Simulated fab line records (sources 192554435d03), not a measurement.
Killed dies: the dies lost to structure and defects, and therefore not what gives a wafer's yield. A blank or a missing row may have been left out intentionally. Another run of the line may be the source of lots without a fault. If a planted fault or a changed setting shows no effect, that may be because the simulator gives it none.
fab line records -- flow n5Finfet
record lots=6, wafers=18, lastDay=18
route steps=1938 shown BEOL_M8@1385 PASSIVATION@1936
lots with no fault: from the same line, run without faults
startH: start of the lot's first displayed wafer, in hours after the record's first day -- waitH: hours since the lot's step before -- " repeats the value in the row above -- L1.1+2: one row covering several wafers at once -- - value missing, or start not given -- * or withheld: withheld -- < > ~ a bound
route shown NAME@n: a module of which the file shows steps, and the number in the route of the first -- usual: mean/standard deviation of fault-free wafers -- same: alike in all rows -- chamber/n: place in a boat -- sites: the reading at each site -- _std_site: the standard deviation of these -- _edge_site: inner sites' mean taken away from outer sites' mean -- radiusMm: for every site, how far away it sits from the centre of the wafer -- mask NAME#n: copy n -- behind: the most recent tool/chamber to have shaped the wafer -- hold: why the lot was held/for how many hours/how that ended -- device: the n, p or np transistor that did not switch -- end of line: the route-end tests of the same wafers -- for a step that has no rows: nothing shown but its recipe -- killed: dies lost to structure and defects at the first sort, not the wafer's yield -- map: per-die view of a wafer (x killed, . not killed, _ where there is no die)
set.NAME: the setting that was run; set.NAME@STEP: the one run at that earlier step -- model.NAME: the simulator's own value behind a step, which no gauge read
lots seen at some steps along the route; tables by step, rows by wafer
services: when a tool's chamber went out of use (startH, in hours from the record's first day, below 0 if earlier), for how many hours, and the reason
## steps
# step N5_BEOL_M8_CD_MEAS_35
# recipe targetCdNm=40, polarity=opening
# usual cdNm=40.0/0.48
lot.wafer,tool,chamber,startH,waitH,cdNm
L918.3,cdSem-03,-,254.43,0.0,40.3
L918.4,cdSem-03,-,254.43,0.0,39.5
L918.5,cdSem-03,-,254.43,0.0,40.2
L919.2,cdSem-02,-,260.62,0.0,39.5
L919.5,cdSem-02,-,260.62,0.0,39.8
L919.6,cdSem-02,-,260.62,0.0,40.0
L921.2,cdSem-03,-,284.97,0.0,40.1
L921.3,cdSem-03,-,284.97,0.0,39.8
L921.5,cdSem-03,-,284.97,0.0,40.2
L923.1,cdSem-03,-,306.36,0.0,40.2
L923.2,cdSem-03,-,306.36,0.0,40.0
L923.3,cdSem-03,-,306.36,0.0,40.2
L933.1,cdSem-01,-,343.25,0.0,39.6
L933.4,cdSem-01,-,343.25,0.0,39.3
L933.5,cdSem-01,-,343.25,0.0,39.4
L931.1,cdSem-02,-,344.94,0.0,40.4
L931.3,cdSem-02,-,344.94,0.0,39.9
L931.6,cdSem-02,-,344.94,0.0,40.0
# step N5_BEOL_M8_CURE_75
# recipe tempC=370, timeS=120, ambient=DMADMS/He, material=SiCOH_lowk
# usual lampPowerPct=52.31/0.056, wafer_temp_C_max=371.7/0.66
lot.wafer,tool,chamber,startH,waitH,lampPowerPct,wafer_temp_C_max
L918.3,uvCure-01,0,254.57,0.1,52.43,371.6
L918.4,uvCure-01,0,254.57,0.1,52.30,371.4
L918.5,uvCure-01,0,254.57,0.1,52.31,371.6
L919.2,uvCure-02,1,260.71,0.1,52.33,372.8
L919.5,uvCure-02,1,260.71,0.1,52.23,373.6
L919.6,uvCure-02,1,260.71,0.1,52.35,373.2
L921.2,uvCure-01,0,285.06,0.1,52.22,371.9
L921.3,uvCure-01,0,285.06,0.1,52.35,372.2
L921.5,uvCure-01,0,285.06,0.1,52.26,371.9
L923.1,uvCure-03,0,306.41,0.0,52.28,371.0
L923.2,uvCure-03,0,306.41,0.0,52.35,370.7
L923.3,uvCure-03,0,306.41,0.0,52.29,370.6
L933.1,uvCure-03,1,343.29,0.0,52.32,373.0
L933.4,uvCure-03,1,343.29,0.0,52.24,372.5
L933.5,uvCure-03,1,343.29,0.0,52.33,373.4
L931.1,uvCure-02,1,344.98,0.0,52.31,371.7
L931.3,uvCure-02,1,344.98,0.0,52.20,371.9
L931.6,uvCure-02,1,344.98,0.0,52.36,372.6
# step N5_BEOL_M8_DEGAS_44
# recipe ambient=vacuum, tempC=250, timeS=60
# step N5_BEOL_M8_PRE_CLEAN_45
# recipe gas=H2/He, timeS=30, tempC=250
# step N5_BEOL_M8_ALD_77
# recipe material=TaN, targetThkA=20, tempC=275, aldPrecursorFamily=PDMAT, aldCoReactant=NH3, pressureTorr=3, carrierFlowSccm=1500, pulseTimeS=2, purgeTimeS=3, coReactantPurgeTimeS=2, coReactantPulseTimeS=3, aldCycles=40, precursorVesselTempC=75, precursorVesselPressureTorr=26.25, precursorVesselCarrierSccm=1000
# step N5_BEOL_M8_SURFACE_TREAT_79
# recipe gas=Ar, timeS=*, ionEnergyEv=*, ionCurrentMaCm2=0.5, pressureMtorr=*, arFlowSccm=30
# usual throttleValvePct=*
lot.wafer,tool,chamber,startH,waitH,throttleValvePct
L918.3,pvdSputter-02,-,255.31,0.2,*
L918.4,pvdSputter-02,-,255.31,0.2,*
L918.5,pvdSputter-02,-,255.31,0.2,*
L919.2,pvdSputter-02,-,262.42,0.2,*
L919.5,pvdSputter-02,-,262.42,0.2,*
L919.6,pvdSputter-02,-,262.42,0.2,*
L921.2,pvdSputter-01,-,285.98,0.2,*
L921.3,pvdSputter-01,-,285.98,0.2,*
L921.5,pvdSputter-01,-,285.98,0.2,*
L923.1,pvdSputter-01,-,308.41,0.2,*
L923.2,pvdSputter-01,-,308.41,0.2,*
L923.3,pvdSputter-01,-,308.41,0.2,*
L933.1,pvdSputter-03,-,344.85,0.2,*
L933.4,pvdSputter-03,-,344.85,0.2,*
L933.5,pvdSputter-03,-,344.85,0.2,*
L931.1,pvdSputter-03,-,345.88,0.3,*
L931.3,pvdSputter-03,-,345.88,0.3,*
L931.6,pvdSputter-03,-,345.88,0.3,*
# step N5_BEOL_M8_CVD_78
# recipe material=Co, targetThkA=20, tempC=withheld, precursor=CCTBA/H2, pressureTorr=30, timeS=142.3
# step N5_BEOL_M8_SPUTTER_48
# recipe material=Cu, targetThkA=100, tempC=-20, biasV=60, powerW=26000, chamberPressurePa=0.13, timeS=1.667
# step N5_BEOL_M8_ECD_50
# recipe material=Cu, targetThkA=3000
# step N5_BEOL_M8_ANNEAL_51
# recipe tempC=225, timeS=90, ambient=N2
# usual annealTempC=225.00/0.15, wafer_temp_C_max=225.98/0.27
lot.wafer,tool,chamber,startH,waitH,annealTempC,wafer_temp_C_max
L918.3,rtpAnneal-01,0,256.27,0.5,224.98,225.88
L918.4,rtpAnneal-01,0,256.27,0.5,224.58,226.23
L918.5,rtpAnneal-01,0,256.27,0.5,224.65,226.03
L919.2,rtpAnneal-02,0,263.01,0.1,225.11,225.94
L919.5,rtpAnneal-02,0,263.01,0.1,224.79,225.59
L919.6,rtpAnneal-02,0,263.01,0.1,224.92,225.80
L921.2,rtpAnneal-02,0,286.69,0.1,225.09,226.27
L921.3,rtpAnneal-02,0,286.69,0.1,224.97,225.77
L921.5,rtpAnneal-02,0,286.69,0.1,225.01,225.77
L923.1,rtpAnneal-02,0,309.30,0.3,224.98,225.94
L923.2,rtpAnneal-02,0,309.30,0.3,225.11,225.96
L923.3,rtpAnneal-02,0,309.30,0.3,225.27,226.15
L933.1,rtpAnneal-02,0,345.32,0.1,224.97,225.68
L933.4,rtpAnneal-02,0,345.32,0.1,224.80,225.98
L933.5,rtpAnneal-02,0,345.32,0.1,224.71,226.03
L931.1,rtpAnneal-01,0,346.43,0.1,225.01,225.88
L931.3,rtpAnneal-01,0,346.43,0.1,225.01,225.89
L931.6,rtpAnneal-01,0,346.43,0.1,224.68,226.45
# step N5_BEOL_M8_CMP_52
# recipe stopOn=SiCOH_lowk, tOverpolishS=6.9, downForcePsi=1, platenRpm=50, clearingPlatenDownForcePsi=1.5, clearingPlatenRpm=50, postCmpClean=cuAlkaline, targetThkNm=80, clearingPlatenPadVelocityMS=0.99484, padVelocityMS=0.99484
# usual barrierFieldEndpointS=29.1/0.69, motorCurrentA=6.0/0.56, overpolishRunS=6.900/0.0089, timeToEndpointS=62.2/2.6
lot.wafer,tool,chamber,startH,waitH,barrierFieldEndpointS,motorCurrentA,overpolishRunS,timeToEndpointS
L918.3,cmp-01,1,256.67,0.3,29.3,5.3,6.890,62.8
L918.4,cmp-01,2,256.67,0.3,29.2,5.8,6.890,64.6
L918.5,cmp-01,0,256.67,0.3,28.0,5.9,6.902,61.0
L919.2,cmp-02,0,263.26,0.2,28.6,6.4,6.907,59.8
L919.6,cmp-02,0,263.26,0.2,29.9,6.6,6.908,62.1
L919.5,cmp-02,1,263.26,0.2,29.8,5.5,6.903,60.8
L921.3,cmp-03,1,287.06,0.3,28.3,6.1,6.907,60.5
L921.2,cmp-03,0,287.06,0.3,28.3,6.6,6.896,60.9
L921.5,cmp-03,2,287.06,0.3,29.5,5.5,6.905,59.5
L923.1,cmp-03,1,309.61,0.3,27.2,6.6,6.887,59.6
L923.3,cmp-03,2,309.61,0.3,27.9,6.0,6.895,63.5
L923.2,cmp-03,3,309.61,0.3,28.0,4.9,6.895,65.8
L933.4,cmp-03,2,345.66,0.2,28.0,5.9,6.913,62.3
L933.1,cmp-03,0,345.66,0.2,28.5,6.7,6.892,66.2
L933.5,cmp-03,2,345.66,0.2,28.7,5.6,6.895,62.9
L931.1,cmp-02,2,346.80,0.3,28.6,5.9,6.912,60.4
L931.3,cmp-02,3,346.80,0.3,29.1,6.1,6.898,64.4
L931.6,cmp-02,1,346.80,0.3,29.2,5.5,6.892,62.8
# step N5_BEOL_M8_THK_MEAS_53
# recipe thkMeasGauge=xrf, reads=Cu_of_BEOL_M8_ECD_50
# usual M8_THK=80.2/1.3
lot.wafer,tool,chamber,startH,waitH,M8_THK[nm]
L918.3,filmMetro-02,-,256.89,-,82.5
L918.4,filmMetro-02,-,256.89,-,81.5
L918.5,filmMetro-02,-,256.89,-,79.8
L919.2,filmMetro-01,-,263.55,-,81.0
L919.5,filmMetro-01,-,263.55,-,80.3
L919.6,filmMetro-01,-,263.55,-,78.1
L921.2,filmMetro-02,-,287.36,-,80.4
L921.3,filmMetro-02,-,287.36,-,78.3
L921.5,filmMetro-02,-,287.36,-,79.7
L923.1,filmMetro-01,-,309.91,-,81.9
L923.2,filmMetro-01,-,309.91,-,81.4
L923.3,filmMetro-01,-,309.91,-,80.7
L933.1,filmMetro-01,-,345.91,-,79.5
L933.4,filmMetro-01,-,345.91,-,79.4
L933.5,filmMetro-01,-,345.91,-,81.2
L931.1,filmMetro-01,-,347.02,-,80.0
L931.3,filmMetro-01,-,347.02,-,81.6
L931.6,filmMetro-01,-,347.02,-,78.6
# step N5_BEOL_M8_PRE_CLEAN_55
# recipe gas=NH3, timeS=15, tempC=withheld, rfPowerW=300
# usual rfFwdPowerW=294.6/1.8
lot.wafer,tool,chamber,startH,waitH,rfFwdPowerW,sinceWetCleanH
L918.3,pecvd-03,1,256.92,0.0,297.0,1505
L918.4,pecvd-03,1,256.92,0.0,297.2,-
L918.5,pecvd-03,2,256.92,0.0,298.6,-
L919.2,pecvd-02,1,263.60,0.0,295.4,2055
L919.5,pecvd-02,2,263.60,0.0,295.0,-
L919.6,pecvd-02,0,263.60,0.0,293.6,-
L921.2,pecvd-03,2,287.40,0.0,264.7,56
L921.3,pecvd-03,1,287.40,0.0,262.8,1535
L921.5,pecvd-03,0,287.40,0.0,260.3,-
L923.1,pecvd-03,0,309.94,0.0,261.6,833
L923.2,pecvd-03,2,309.94,0.0,263.1,79
L923.3,pecvd-03,1,309.94,0.0,263.2,1558
L933.1,pecvd-02,1,345.95,0.0,295.2,2137
L933.4,pecvd-02,0,345.95,0.0,293.3,-
L933.5,pecvd-02,1,345.95,0.0,294.9,-
L931.1,pecvd-01,1,347.06,0.0,292.9,1776
L931.3,pecvd-01,2,347.06,0.0,295.5,297
L931.6,pecvd-01,1,347.06,0.0,293.3,-
# step N5_BEOL_M8_DEP_56
# recipe material=SiCN, targetThkA=100, tempC=withheld, precursor=3MS/NH3, pressureTorr=3, rfW=202, timeS=17.5
# usual showerheadPlenumPTorr=3.662/0.014, throttleValvePct=8.9/0.53
lot.wafer,tool,chamber,startH,waitH,showerheadPlenumPTorr,sinceWetCleanH,throttleValvePct
L918.3,pecvd-03,1,256.95,0.0,3.666,1505,8.8
L918.4,pecvd-03,1,256.95,0.0,3.669,-,9.0
L918.5,pecvd-03,2,256.95,0.0,3.623,-,8.2
L919.2,pecvd-02,1,263.62,0.0,3.665,2055,9.8
L919.5,pecvd-02,2,263.62,0.0,3.649,-,8.9
L919.6,pecvd-02,0,263.62,0.0,3.688,-,9.2
L921.2,pecvd-03,2,287.42,0.0,3.632,56,8.2
L921.3,pecvd-03,1,287.42,0.0,3.659,1535,8.7
L921.5,pecvd-03,0,287.42,0.0,3.674,-,9.1
L923.1,pecvd-03,0,309.97,0.0,3.658,833,8.8
L923.2,pecvd-03,2,309.97,0.0,3.642,79,8.1
L923.3,pecvd-03,1,309.97,0.0,3.667,1558,8.5
L933.1,pecvd-02,1,345.98,0.0,3.664,2137,9.8
L933.4,pecvd-02,0,345.98,0.0,3.678,-,9.3
L933.5,pecvd-02,1,345.98,0.0,3.666,-,9.8
L931.1,pecvd-01,1,347.08,0.0,3.653,1776,9.2
L931.3,pecvd-01,2,347.08,0.0,3.667,297,8.3
L931.6,pecvd-01,1,347.08,0.0,3.653,-,9.2
# step N5_PASSIVATION_PROBE_49
# usual defectLimitedYield=91.0/1.6, killed_at_M0_to_M3=35/11, killed_at_M4_up=14/5.1, killedAtContacts=12/6.6, killedAtFrontEnd=41/12, killedAtOther=4/3, killedDies=107/19, killedOpen=70/15, killedShort=35/8.5, sort_bin_5_function=5.3/1, sort_bin_6_memory=3.4/0.73, sortNPass=1073/19, sortYieldPct=91.0/1.6
# same grossDies=1180, killedAtBackSide=0, sort_bin_4_leakage[%]=0, sort_bin_8_speed[%]=0
lot.wafer,tool,chamber,startH,waitH,defectLimitedYield[%],killed_at_M0_to_M3,killed_at_M4_up,killedAtContacts,killedAtFrontEnd,killedAtOther,killedDies,killedOpen,killedShort,sort_bin_5_function[%],sort_bin_6_memory[%],sortNPass,sortYieldPct[%]
L918.3,prober-01,-,322.55,0.1,90.8,50,14,14,30,1,109,75,34,5.4,3.5,1071,90.8
L918.4,prober-01,-,322.60,0.2,91.7,24,15,17,37,5,98,69,27,4.7,3.5,1082,91.7
L918.5,prober-01,-,322.65,0.2,91.1,31,14,9,47,4,105,79,26,5.0,3.7,1075,91.1
L919.2,prober-01,-,332.37,0.1,89.8,43,14,10,48,5,120,81,37,5.8,3.8,1060,89.8
L919.5,prober-01,-,332.52,0.2,93.1,29,10,8,33,1,81,47,33,4.1,2.4,1099,93.1
L919.6,prober-01,-,332.57,0.3,93.5,23,8,10,36,0,77,46,29,3.8,2.5,1103,93.5
L921.2,prober-01,-,347.56,0.1,90.8,41,15,11,32,9,108,66,41,4.7,3.7,1072,90.8
L921.5,prober-01,-,347.71,0.2,90.3,36,10,14,45,9,114,77,35,6.0,3.4,1066,90.3
# killed by level:class
L918.3 BEOL_M0_SAQP:geometricParticle:open=15 BEOL_M0_SAQP:geometricParticle:short=13 MOL_CONTACT_COAG:geometricParticle:open=12 STI_FIN_REVEAL:geometricParticle:open=8 BEOL_M0:geometricParticle:open=8 BEOL_M3:geometricParticle:open=5 BEOL_M4:geometricParticle:open=5 GATE_CUT:geometricParticle:short=4
L918.4 MOL_CONTACT_COAG:geometricParticle:open=17 STI_FIN_REVEAL:geometricParticle:open=15 BEOL_M0_SAQP:geometricParticle:short=8 BEOL_M2:geometricParticle:open=7 GATE_CUT:geometricParticle:open=4 STI_FIN_REVEAL:geometricParticle:short=4 BEOL_M0_SAQP:geometricParticle:open=4 BEOL_M4:geometricParticle:open=3
L918.5 STI_FIN_REVEAL:geometricParticle:open=21 FIN_SAQP:geometricParticle:open=9 MOL_CONTACT_COAG:geometricParticle:open=7 BEOL_M0_SAQP:geometricParticle:open=6 BEOL_M5:geometricParticle:open=6 BEOL_M0:geometricParticle:open=5 BEOL_M0_SAQP:geometricParticle:short=4 BEOL_M2:geometricParticle:open=4
L919.2 STI_FIN_REVEAL:geometricParticle:open=18 BEOL_M0_SAQP:geometricParticle:short=12 BEOL_M0_SAQP:geometricParticle:open=9 MOL_CONTACT_COAG:geometricParticle:open=8 BEOL_M2:geometricParticle:open=7 FIN_SAQP:geometricParticle:short=6 DUMMY_GATE:geometricParticle:open=6 GATE_CUT:geometricParticle:short=6
L919.5 BEOL_M3:geometricParticle:open=9 STI_FIN_REVEAL:geometricParticle:open=7 BEOL_M0_SAQP:geometricParticle:short=7 FIN_SAQP:geometricParticle:open=6 GATE_CUT:geometricParticle:short=6 MOL_CONTACT_COAG:geometricParticle:open=5 BEOL_M4:geometricParticle:short=4 STARTING-WAFER:geometricParticle:open=4
L919.6 FIN_SAQP:geometricParticle:open=10 MOL_CONTACT_COAG:geometricParticle:open=9 BEOL_M0_SAQP:geometricParticle:short=5 FIN_SAQP:geometricParticle:short=4 STI_FIN_REVEAL:geometricParticle:open=4 DUMMY_GATE:geometricParticle:short=4 BEOL_M0_SAQP:geometricParticle:open=4 BEOL_M1:geometricParticle:short=4
L921.2 BEOL_M0_SAQP:geometricParticle:short=18 MOL_CONTACT_COAG:geometricParticle:open=11 BEOL_M0_SAQP:geometricParticle:open=8 BEOL_M5:geometricParticle:open=7 GATE_CUT:geometricParticle:short=6 BEOL_M4:geometricParticle:open=6 FIN_SAQP:geometricParticle:open=5 FIN_SAQP:geometricParticle:short=4
L921.5 BEOL_M0_SAQP:geometricParticle:open=15 MOL_CONTACT_COAG:geometricParticle:open=12 FIN_SAQP:geometricParticle:open=11 BEOL_M0_SAQP:geometricParticle:short=8 BEOL_M3:geometricParticle:open=8 FIN_SAQP:geometricParticle:short=6 GATE_CUT:geometricParticle:short=6 STI_FIN_REVEAL:geometricParticle:open=5
## services
tool,chamber,startH,hours,kind
uvCure-02,-,231.01,2.8,pm
pecvd-01,-,231.21,0.4,repair
uvCure-03,-,232.82,11.8,repair
cmp-03,-,234.29,4.4,repair
pecvd-03,-,236.11,1.5,repair
pecvd-03,-,240.73,2.1,repair
pecvd-01,-,241.99,0.7,repair
rtpAnneal-01,-,245.16,5.3,pm
uvCure-02,-,246.83,2.1,pm
pecvd-01,1,247.33,8.2,repair
cmp-01,-,249.10,0.4,repair
uvCure-02,-,249.54,1.0,pm
cmp-01,-,251.39,2.2,repair
cmp-03,-,253.11,4.0,pm
pecvd-01,2,257.10,2.0,repair
cmp-01,-,263.06,4.0,pm
uvCure-01,-,265.93,2.8,pm
pvdSputter-02,-,277.88,6.1,repair
pvdSputter-03,-,298.65,1.0,repair
rtpAnneal-02,-,299.35,4.8,pm
pecvd-01,1,309.99,16.9,repair
pecvd-02,-,310.81,0.5,repair
cmp-02,-,313.46,4.0,pm
pecvd-03,0,339.53,21.9,repair
## key
firstSign step=N5_BEOL_M8_PRE_CLEAN_55, reading=rfFwdPowerW, direction=down, sigmas=17, usual=*, struck=*
effect none on later readings
metAt N5_BEOL_M8_PRE_CLEAN_55
struckWafers L921.2,L921.3,L921.5,L923.1,L923.2,L923.3
onsetBetween 256.92 287.40
fault kind=processParameterDrift, tool=pecvd-03, chamber=-, onsetH=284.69, steps=N5_BEOL_M8_PRE_CLEAN_55, channel=rfPowerW, offset=*, shape=step, endH=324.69, actsIn=*, stated=*
